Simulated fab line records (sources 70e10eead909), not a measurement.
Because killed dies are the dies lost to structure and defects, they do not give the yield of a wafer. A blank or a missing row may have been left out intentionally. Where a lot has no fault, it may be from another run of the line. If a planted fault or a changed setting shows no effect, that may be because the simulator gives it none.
Which of the tools did it? / flow nand_harc / 37 wafers from 13 lots sampled at 5 of the route's 1159 steps

## WHAT THE GAUGES SHOWED, per wafer
NHARC_END_SORT_01.
lot=L550; measured=day 20 19:29; on=prober-01; killed_at_array=15 673 24; killed_at_other=0 0 0; killed_at_periphery=1 4 4; killed_dies=16 677 28; killed_open=2 2 1; killed_short=0 5 1
lot=L552; measured=day 21 17:50; on=prober-01; killed_at_array=23 670; killed_at_other=1 0; killed_at_periphery=5 7; killed_dies=29 677; killed_open=4 6; killed_short=3 2
lot=L554; measured=day 21 18:38; on=prober-02; killed_at_array=673 673; killed_at_other=1 1; killed_at_periphery=3 3; killed_dies=677 677; killed_open=4 2; killed_short=3 1

## WHICH TOOL RAN EACH LOT (tool, then ch and the chambers of the sampled wafers, then the start)
lot=L544; NHARC_A_STAIRCASE_ETCH_292=rie_diel-05 ch 1,2,3, day 11 19:43; NHARC_A_STAIRCASE_HM_OPEN_463=rie_diel-13 ch 0,2,3, day 12 00:59; NHARC_A_STAIRCASE_ETCHBACK_416=rie_diel-13 ch 0,2,3, day 12 10:13 or earlier; NHARC_A_STAIRCASE_ALD_420=ald_hk-01 ch 0,2,3, day 12 10:13
lot=L545; NHARC_A_STAIRCASE_ETCH_292=rie_diel-05 ch 1,2,3, day 11 21:43; NHARC_A_STAIRCASE_HM_OPEN_463=rie_diel-02 ch 0,1,2, day 12 03:10; NHARC_A_STAIRCASE_ETCHBACK_416=rie_diel-02 ch 0,2,3, day 12 10:15 or earlier; NHARC_A_STAIRCASE_ALD_420=ald_hk-02 ch 0,1,2, day 12 10:15
lot=L546; NHARC_A_STAIRCASE_ETCH_292=rie_diel-02 ch 0,1,2, day 12 02:54; NHARC_A_STAIRCASE_HM_OPEN_463=rie_diel-05 ch 0,1,2, day 12 08:12; NHARC_A_STAIRCASE_ETCHBACK_416=rie_diel-13 ch 2,3, day 12 16:43 or earlier; NHARC_A_STAIRCASE_ALD_420=ald_hk-01 ch 0,3, day 12 16:43
lot=L547; NHARC_A_STAIRCASE_ETCH_292=rie_diel-13 ch 0,3, day 12 03:58; NHARC_A_STAIRCASE_HM_OPEN_463=rie_diel-02 ch 1,3, day 12 09:11; NHARC_A_STAIRCASE_ETCHBACK_416=rie_diel-05 ch 1,2,3, day 12 17:02 or earlier; NHARC_A_STAIRCASE_ALD_420=ald_hk-03 ch 1,2,3, day 12 17:02
lot=L550; NHARC_A_STAIRCASE_ETCH_292=rie_diel-05 ch 0,1,3, day 13 16:52; NHARC_A_STAIRCASE_HM_OPEN_463=rie_diel-05 ch 0,2,3, day 13 23:35; NHARC_A_STAIRCASE_ETCHBACK_416=rie_diel-02 ch 0,1,2, day 14 07:07 or earlier; NHARC_A_STAIRCASE_ALD_420=ald_hk-03 ch 0,2,3, day 14 07:07
lot=L552; NHARC_A_STAIRCASE_ETCH_292=rie_diel-13 ch 0,1, day 13 22:09; NHARC_A_STAIRCASE_HM_OPEN_463=rie_diel-05 ch 2,3, day 14 03:29; NHARC_A_STAIRCASE_ETCHBACK_416=rie_diel-02 ch 1,3, day 14 08:42; NHARC_A_STAIRCASE_ALD_420=ald_hk-02 ch 0,1, day 14 13:26
lot=L554; NHARC_A_STAIRCASE_ETCH_292=rie_diel-02 ch 0,3, day 13 23:18; NHARC_A_STAIRCASE_HM_OPEN_463=rie_diel-05 ch 0,3, day 14 04:40; NHARC_A_STAIRCASE_ETCHBACK_416=rie_diel-02 ch 0,3, day 14 12:39 or earlier; NHARC_A_STAIRCASE_ALD_420=ald_hk-02 ch 1,2, day 14 12:39
lot=L556; NHARC_A_STAIRCASE_ETCH_292=rie_diel-13 ch 0,2,3, day 14 21:21; NHARC_A_STAIRCASE_HM_OPEN_463=rie_diel-13 ch 0,2,3, day 15 05:37; NHARC_A_STAIRCASE_ETCHBACK_416=rie_diel-02 ch 0,1, day 15 13:28 or earlier; NHARC_A_STAIRCASE_ALD_420=ald_hk-02 ch 0,2,3, day 15 13:28
lot=L557; NHARC_A_STAIRCASE_ETCH_292=rie_diel-05 ch 0,1,3, day 14 21:38; NHARC_A_STAIRCASE_HM_OPEN_463=rie_diel-13 ch 1,2,3, day 15 07:05; NHARC_A_STAIRCASE_ETCHBACK_416=rie_diel-02 ch 0,1,2, day 15 12:37; NHARC_A_STAIRCASE_ALD_420=ald_hk-03 ch 1,2,3, day 15 17:00
lot=L561; NHARC_A_STAIRCASE_ETCH_292=rie_diel-13 ch 1,2,3, day 15 19:19; NHARC_A_STAIRCASE_HM_OPEN_463=rie_diel-13 ch 0,1,2, day 16 00:37; NHARC_A_STAIRCASE_ETCHBACK_416=rie_diel-02 ch 0,2,3, day 16 10:52 or earlier; NHARC_A_STAIRCASE_ALD_420=ald_hk-03 ch 0,1,2, day 16 10:52
lot=L563; NHARC_A_STAIRCASE_ETCH_292=rie_diel-13 ch 1,2, day 16 05:36; NHARC_A_STAIRCASE_HM_OPEN_463=rie_diel-13 ch 0,1,2, day 16 12:56; NHARC_A_STAIRCASE_ETCHBACK_416=rie_diel-13 ch 0,2, day 16 18:54 or earlier; NHARC_A_STAIRCASE_ALD_420=ald_hk-01 ch 0,2, day 16 18:54
lot=L566; NHARC_A_STAIRCASE_ETCH_292=rie_diel-05 ch 0,3, day 16 17:00; NHARC_A_STAIRCASE_HM_OPEN_463=rie_diel-13 ch 0,2,3, day 16 23:33; NHARC_A_STAIRCASE_ETCHBACK_416=rie_diel-02 ch 1,2,3, day 17 07:22 or earlier; NHARC_A_STAIRCASE_ALD_420=ald_hk-03 ch 2,3, day 17 07:22
lot=L567; NHARC_A_STAIRCASE_ETCH_292=rie_diel-13 ch 1,2, day 17 07:28; NHARC_A_STAIRCASE_HM_OPEN_463=rie_diel-02 ch 0,1,2, day 17 15:11; NHARC_A_STAIRCASE_ETCHBACK_416=rie_diel-13 ch 1,3, day 17 23:49 or earlier; NHARC_A_STAIRCASE_ALD_420=ald_hk-02 ch 0,1,2, day 17 23:49
- NHARC_A_STAIRCASE_ETCH_292: etches the open film in CF4/CHF3.
- NHARC_A_STAIRCASE_HM_OPEN_463: chemistry O2/COS.
- NHARC_A_STAIRCASE_ETCHBACK_416: etches the open film in C4F8/O2/Ar, target depth 36 nm, time 7.2 s.
- NHARC_A_STAIRCASE_ALD_420: deposits SiO2, target thk 20 nm, pulse time 6 s, ald cycles 200.

## AS READ BY THE TOOLS THEMSELVES (means over the sampled wafers that have a number; for cases with no such wafer, the mark the record gives instead)
NHARC_A_STAIRCASE_ETCH_292.
lot=L544; tool=rie_diel-05; drypump_motor_current_A (A)=5.5; oes_product_au (a.u.)=0.964; rf_vpp_V (V)=371.2; showerhead_plenum_p_Torr (Torr)=1.58; throttle_valve_pct (%)=16.800
lot=L545; tool=rie_diel-05; drypump_motor_current_A (A)=5.5; oes_product_au (a.u.)=0.968; rf_vpp_V (V)=370.7; showerhead_plenum_p_Torr (Torr)=1.58; throttle_valve_pct (%)=16.795
lot=L546; tool=rie_diel-02; drypump_motor_current_A (A)=5.6; oes_product_au (a.u.)=0.946; rf_vpp_V (V)=371.7; showerhead_plenum_p_Torr (Torr)=1.63; throttle_valve_pct (%)=16.795
lot=L547; tool=rie_diel-13; drypump_motor_current_A (A)=5.7; oes_product_au (a.u.)=0.944; rf_vpp_V (V)=369.8; showerhead_plenum_p_Torr (Torr)=1.54; throttle_valve_pct (%)=16.796
lot=L550; tool=rie_diel-05; drypump_motor_current_A (A)=5.7; oes_product_au (a.u.)=0.966; rf_vpp_V (V)=370.0; showerhead_plenum_p_Torr (Torr)=1.57; throttle_valve_pct (%)=16.797
lot=L552; tool=rie_diel-13; drypump_motor_current_A (A)=5.7; oes_product_au (a.u.)=0.916; rf_vpp_V (V)=369.0; showerhead_plenum_p_Torr (Torr)=1.52; throttle_valve_pct (%)=16.806
lot=L554; tool=rie_diel-02; drypump_motor_current_A (A)=5.9; oes_product_au (a.u.)=0.917; rf_vpp_V (V)=369.1; showerhead_plenum_p_Torr (Torr)=1.53; throttle_valve_pct (%)=16.807
lot=L556; tool=rie_diel-13; drypump_motor_current_A (A)=5.6; oes_product_au (a.u.)=0.971; rf_vpp_V (V)=370.2; showerhead_plenum_p_Torr (Torr)=1.55; throttle_valve_pct (%)=16.802
lot=L557; tool=rie_diel-05; drypump_motor_current_A (A)=5.7; oes_product_au (a.u.)=0.941; rf_vpp_V (V)=369.9; showerhead_plenum_p_Torr (Torr)=1.56; throttle_valve_pct (%)=16.799
lot=L561; tool=rie_diel-13; drypump_motor_current_A (A)=5.7; oes_product_au (a.u.)=0.965; rf_vpp_V (V)=368.3; showerhead_plenum_p_Torr (Torr)=1.52; throttle_valve_pct (%)=16.800
lot=L563; tool=rie_diel-13; drypump_motor_current_A (A)=5.6; oes_product_au (a.u.)=0.938; rf_vpp_V (V)=368.7; showerhead_plenum_p_Torr (Torr)=1.51; throttle_valve_pct (%)=16.808
lot=L566; tool=rie_diel-05; drypump_motor_current_A (A)=5.6; oes_product_au (a.u.)=0.931; rf_vpp_V (V)=371.3; showerhead_plenum_p_Torr (Torr)=1.59; throttle_valve_pct (%)=16.801
lot=L567; tool=rie_diel-13; drypump_motor_current_A (A)=5.6; oes_product_au (a.u.)=0.967; rf_vpp_V (V)=368.8; showerhead_plenum_p_Torr (Torr)=1.51; throttle_valve_pct (%)=16.806

NHARC_A_STAIRCASE_HM_OPEN_463.
lot=L544; tool=rie_diel-13; drypump_motor_current_A (A)=5.7; oes_product_au (a.u.)=0.994; rf_vpp_V (V)=466; showerhead_plenum_p_Torr (Torr)=3.08; throttle_valve_pct (%)=28.331
lot=L545; tool=rie_diel-02; drypump_motor_current_A (A)=5.6; oes_product_au (a.u.)=1.009; rf_vpp_V (V)=470; showerhead_plenum_p_Torr (Torr)=3.23; throttle_valve_pct (%)=28.320
lot=L546; tool=rie_diel-05; drypump_motor_current_A (A)=5.9; oes_product_au (a.u.)=0.988; rf_vpp_V (V)=467; showerhead_plenum_p_Torr (Torr)=3.11; throttle_valve_pct (%)=28.326
lot=L547; tool=rie_diel-02; drypump_motor_current_A (A)=6.3; oes_product_au (a.u.)=0.993; rf_vpp_V (V)=464; showerhead_plenum_p_Torr (Torr)=2.97; throttle_valve_pct (%)=28.325
lot=L550; tool=rie_diel-05; drypump_motor_current_A (A)=5.7; oes_product_au (a.u.)=0.963; rf_vpp_V (V)=468; showerhead_plenum_p_Torr (Torr)=3.17; throttle_valve_pct (%)=28.327
lot=L552; tool=rie_diel-05; drypump_motor_current_A (A)=5.4; oes_product_au (a.u.)=0.929; rf_vpp_V (V)=470; showerhead_plenum_p_Torr (Torr)=3.19; throttle_valve_pct (%)=28.326
lot=L554; tool=rie_diel-05; drypump_motor_current_A (A)=5.8; oes_product_au (a.u.)=0.891; rf_vpp_V (V)=468; showerhead_plenum_p_Torr (Torr)=3.16; throttle_valve_pct (%)=28.329
lot=L556; tool=rie_diel-13; drypump_motor_current_A (A)=5.7; oes_product_au (a.u.)=0.996; rf_vpp_V (V)=466; showerhead_plenum_p_Torr (Torr)=3.07; throttle_valve_pct (%)=28.327
lot=L557; tool=rie_diel-13; drypump_motor_current_A (A)=5.7; oes_product_au (a.u.)=1.008; rf_vpp_V (V)=464; showerhead_plenum_p_Torr (Torr)=3.01; throttle_valve_pct (%)=28.336
lot=L561; tool=rie_diel-13; drypump_motor_current_A (A)=5.6; oes_product_au (a.u.)=0.991; rf_vpp_V (V)=466; showerhead_plenum_p_Torr (Torr)=3.08; throttle_valve_pct (%)=28.325
lot=L563; tool=rie_diel-13; drypump_motor_current_A (A)=5.6; oes_product_au (a.u.)=1.002; rf_vpp_V (V)=466; showerhead_plenum_p_Torr (Torr)=3.07; throttle_valve_pct (%)=28.325
lot=L566; tool=rie_diel-13; drypump_motor_current_A (A)=5.7; oes_product_au (a.u.)=0.993; rf_vpp_V (V)=466; showerhead_plenum_p_Torr (Torr)=3.06; throttle_valve_pct (%)=28.319
lot=L567; tool=rie_diel-02; drypump_motor_current_A (A)=5.6; oes_product_au (a.u.)=1.003; rf_vpp_V (V)=469; showerhead_plenum_p_Torr (Torr)=3.21; throttle_valve_pct (%)=28.328

NHARC_A_STAIRCASE_ETCHBACK_416.
lot=L544; tool=rie_diel-13; oes_product_au (a.u.)=0.92; rf_vpp_V (V)=722
lot=L545; tool=rie_diel-02; oes_product_au (a.u.)=0.93; rf_vpp_V (V)=724
lot=L546; tool=rie_diel-13; oes_product_au (a.u.)=0.99; rf_vpp_V (V)=724
lot=L547; tool=rie_diel-05; oes_product_au (a.u.)=0.92; rf_vpp_V (V)=724
lot=L550; tool=rie_diel-02; oes_product_au (a.u.)=0.92; rf_vpp_V (V)=727
lot=L552; tool=rie_diel-02; oes_product_au (a.u.)=0.92; rf_vpp_V (V)=719
lot=L554; tool=rie_diel-02; oes_product_au (a.u.)=0.92; rf_vpp_V (V)=720
lot=L556; tool=rie_diel-02; oes_product_au (a.u.)=0.99; rf_vpp_V (V)=724
lot=L557; tool=rie_diel-02; oes_product_au (a.u.)=1.00; rf_vpp_V (V)=726
lot=L561; tool=rie_diel-02; oes_product_au (a.u.)=0.93; rf_vpp_V (V)=729
lot=L563; tool=rie_diel-13; oes_product_au (a.u.)=0.92; rf_vpp_V (V)=725
lot=L566; tool=rie_diel-02; oes_product_au (a.u.)=0.93; rf_vpp_V (V)=727
lot=L567; tool=rie_diel-13; oes_product_au (a.u.)=0.91; rf_vpp_V (V)=715

NHARC_A_STAIRCASE_ALD_420.
lot=L544; tool=ald_hk-01; heater_power_outer_w (W)=271; heater_power_w (W)=490; precursor_pulse_height_rel=0.994
lot=L545; tool=ald_hk-02; heater_power_outer_w (W)=284; heater_power_w (W)=488; precursor_pulse_height_rel=0.994
lot=L546; tool=ald_hk-01; heater_power_outer_w (W)=264; heater_power_w (W)=483; precursor_pulse_height_rel=0.991
lot=L547; tool=ald_hk-03; heater_power_outer_w (W)=265; heater_power_w (W)=477; precursor_pulse_height_rel=0.991
lot=L550; tool=ald_hk-03; heater_power_outer_w (W)=283; heater_power_w (W)=506; precursor_pulse_height_rel=0.996
lot=L552; tool=ald_hk-02; heater_power_outer_w (W)=262; heater_power_w (W)=466; precursor_pulse_height_rel=0.994
lot=L554; tool=ald_hk-02; heater_power_outer_w (W)=281; heater_power_w (W)=498; precursor_pulse_height_rel=0.994
lot=L556; tool=ald_hk-02; heater_power_outer_w (W)=284; heater_power_w (W)=478; precursor_pulse_height_rel=0.992
lot=L557; tool=ald_hk-03; heater_power_outer_w (W)=261; heater_power_w (W)=483; precursor_pulse_height_rel=1.005
lot=L561; tool=ald_hk-03; heater_power_outer_w (W)=261; heater_power_w (W)=472; precursor_pulse_height_rel=0.979
lot=L563; tool=ald_hk-01; heater_power_outer_w (W)=277; heater_power_w (W)=496; precursor_pulse_height_rel=1.014
lot=L566; tool=ald_hk-03; heater_power_outer_w (W)=273; heater_power_w (W)=507; precursor_pulse_height_rel=0.997
lot=L567; tool=ald_hk-02; heater_power_outer_w (W)=274; heater_power_w (W)=478; precursor_pulse_height_rel=1.001

## THE ANSWER, worked out from the rows above alone
Rule: usual is defined by the lots themselves. Put in order of their means at a reading, lots are off if they are a third of the lots or fewer, leave a main group of 4 or more, and stand apart from it by a gap of 3 or more times the standard deviation of the main group's means; of several such gaps the widest counts. A main group whose means are all the same, to the digits that the tables above print for the reading, isn't used. A lot without any number at a reading at which 4 lots or more have one is off too. Where the step has rows for the other lots, those lots are counted as sound. After the gauges, taken in route order, come the tools' own readings; for these a lot's mean is taken, as printed above. The first step at which some lot is off is used, and at that step the reading that is off furthest; a lot without a number counts as furthest.
Off: L550, L552, L554 (NHARC_A_STAIRCASE_HM_OPEN_463, oes_product_au). The main group: mean 0.998 a.u., standard deviation 0.0069.
A tool fits if, at that step or a process step before it, it ran every lot that is off, and no sound lot after the first of them. One candidate fits, namely rie_diel-05 at NHARC_A_STAIRCASE_HM_OPEN_463. Its last sound lot is L546 (day 12 08:12), its first lot that is off L550 (day 13 23:35): a fault that began between those two fits.
On the lots that are off, the tool's own readings at NHARC_A_STAIRCASE_HM_OPEN_463 differ by more than 5 times the standard deviation of the sound lots' means, which bears it out; oes_product_au reads 0.928 a.u. there versus 0.998 a.u. on the sound lots.

## WHAT THE SIMULATOR HAD INSERTED
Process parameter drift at NHARC_A_STAIRCASE_HM_OPEN_463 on rie_diel-05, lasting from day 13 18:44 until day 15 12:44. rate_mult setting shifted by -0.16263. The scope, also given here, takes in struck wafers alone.
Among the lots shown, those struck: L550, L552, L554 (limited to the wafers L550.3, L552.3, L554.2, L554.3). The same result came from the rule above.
